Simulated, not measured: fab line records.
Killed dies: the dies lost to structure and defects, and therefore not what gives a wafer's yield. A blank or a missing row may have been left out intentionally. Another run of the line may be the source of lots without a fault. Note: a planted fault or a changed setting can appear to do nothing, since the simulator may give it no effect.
Chamber matching    flow n5_finfet    N5_BEOL_M10_PECVD_70 on pecvd-02 has 3 sister chambers
The step deposits SiO2 from TEOS/O2, target thk 20 nm, time 22.7 s. 6 wafers are shown with their chamber, then 8 later ones without.

WAFERS PAIRED WITH THEIR CHAMBERS
wafer   chamber  showerhead_plenum_p_Torr (Torr)  throttle_valve_pct (%)
L080.5  0        8.79                             24.0
L082.5  2        8.62                             21.0
L084.1  1        8.79                             21.9
L084.2  0        8.79                             23.8
L084.5  1        8.77                             22.1
L085.3  2        8.62                             21.8

WAFERS WHOSE CHAMBER IS MISSING
wafer   showerhead_plenum_p_Torr (Torr)  throttle_valve_pct (%)
L085.4  8.74                             22.3
L085.5  8.79                             23.8
L093.2  8.77                             22.0
L093.3  8.79                             23.9
L093.5  8.76                             21.7
L095.1  8.79                             22.0
L095.3  8.79                             23.5
L095.6  8.81                             23.9

WHICH CHAMBER EACH ONE RAN IN
wafer   from the rows above  in truth
L085.4  1                    1
L085.5  0                    0
L093.2  1                    1
L093.3  0                    0
L093.5  1                    1
L095.1  1                    1
L095.3  0                    0
L095.6  0                    0
Correctly placed: 8 of 8. Can't be placed from these rows: 0. Number placed wrongly: 0.
How it was worked out, from the rows above alone: a wafer's distance from a chamber is the root of the sum, over the readings, of the square of ((its reading less the chamber's mean) divided by the reading's scatter). The wafer belongs to the nearest chamber; if the next one is less than 2 further off, it can't be placed. The mean given for a chamber averages the wafers shown for that chamber. How the scatter is found: for the shown wafers, subtract from each reading the mean of its chamber, square and add these, divide the total by (wafers less chambers), then take the root.
